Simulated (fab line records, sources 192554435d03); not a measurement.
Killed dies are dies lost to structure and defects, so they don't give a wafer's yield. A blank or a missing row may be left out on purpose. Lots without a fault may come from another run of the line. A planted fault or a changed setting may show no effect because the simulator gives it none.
One fault seen from 2 desks | flow n5_finfet | each desk has only its own numbers; what lay behind them comes last

THE TOOL OWNER'S DESK: pecvd-03
The tool's own readings at N5_FIN_SAQP_PECVD_48 (deposits SiNx from SiH4/NH3/N2, target thk 25 nm, time 22.1 s): means of the sampled wafers that have a number, for each lot that ran on this tool. A lot is out of limits, marked OUT, if its mean lies more than 4 standard deviations from the usual mean; the brackets give that distance.
Columns: A = chamber_pressure_Torr at N5_FIN_SAQP_PECVD_48, usual 1.500 Torr; B = heater_power_w at N5_FIN_SAQP_PECVD_48, usual 747 W; C = rf_fwd_power_W at N5_FIN_SAQP_PECVD_48, usual 296.3 W; D = showerhead_plenum_p_Torr at N5_FIN_SAQP_PECVD_48, usual 5.17 Torr; E = throttle_valve_pct at N5_FIN_SAQP_PECVD_48, usual 39.6 %
lot  | first seen here | A     | B   | C     | D    | E
L635 | day 2 21:16     | 1.500 | 687 | 296.6 | 5.21 | 38.8
L636 | day 3 02:56     | 1.498 | 694 | 295.1 | 5.20 | 39.9
L643 | day 4 21:11     | 1.506 | 702 | 295.3 | 5.18 | 41.3
L646 | day 5 15:20     | 1.503 | 716 | 295.6 | 5.17 | 41.3
This desk's finding: nothing out of limits on any of the 4 lots.

THE METROLOGY DESK
What the gauges read, lot by lot, whatever tool the lot ran on: means of the sampled wafers that have a number. A lot is out of limits, marked OUT, if its mean lies more than 4 standard deviations from the usual mean; the brackets give that distance. Of its 10 readings 7 are shown: those that lie furthest out on some lot.
Columns: A = DIBL_N at N5_BEOL_M4_RC_MEAS_101, usual 36.0 mV/V; B = DIBL_P at N5_BEOL_M4_RC_MEAS_101, usual 35.8 mV/V; C = IOFF_N at N5_BEOL_M4_RC_MEAS_101, usual 0.15 nA/um; D = IOFF_P at N5_BEOL_M4_RC_MEAS_101, usual 0.20 nA/um; E = SS_P at N5_BEOL_M4_RC_MEAS_101, usual 73.2 mV/dec; F = VT_N at N5_BEOL_M4_RC_MEAS_101, usual 250 mV; G = VT_P at N5_BEOL_M4_RC_MEAS_101, usual -251 mV
lot  | first seen here | A    | B    | C    | D    | E    | F   | G
L634 | day 8 09:44     | 37.6 | 37.3 | 0.17 | 0.24 | 73.3 | 248 | -247
L635 | day 9 03:26     | 37.4 | 36.5 | 0.19 | 0.28 | 74.2 | 246 | -242
L636 | day 9 08:49     | 34.3 | 35.2 | 0.14 | 0.17 | 73.0 | 250 | -255
L643 | day 10 22:16    | 32.4 | 32.3 | 0.10 | 0.14 | 71.9 | 255 | -254
L649 | day 12 10:33    | 35.0 | 35.6 | 0.14 | 0.17 | 73.2 | 254 | -257
L646 | day 12 17:58    | 34.2 | 33.3 | 0.12 | 0.17 | 72.7 | 254 | -252
L650 | day 13 02:10    | 36.0 | 36.2 | 0.16 | 0.22 | 73.4 | 250 | -248
L652 | day 13 10:17    | 35.9 | 36.5 | 0.15 | 0.19 | 73.9 | 253 | -253
This desk's finding: nothing out of limits on any of the 8 lots.

PUT TOGETHER
The tool owner's desk saw nothing out of limits.
The metrology desk saw nothing out of limits.

WHAT THE SIMULATOR HAD PUT IN
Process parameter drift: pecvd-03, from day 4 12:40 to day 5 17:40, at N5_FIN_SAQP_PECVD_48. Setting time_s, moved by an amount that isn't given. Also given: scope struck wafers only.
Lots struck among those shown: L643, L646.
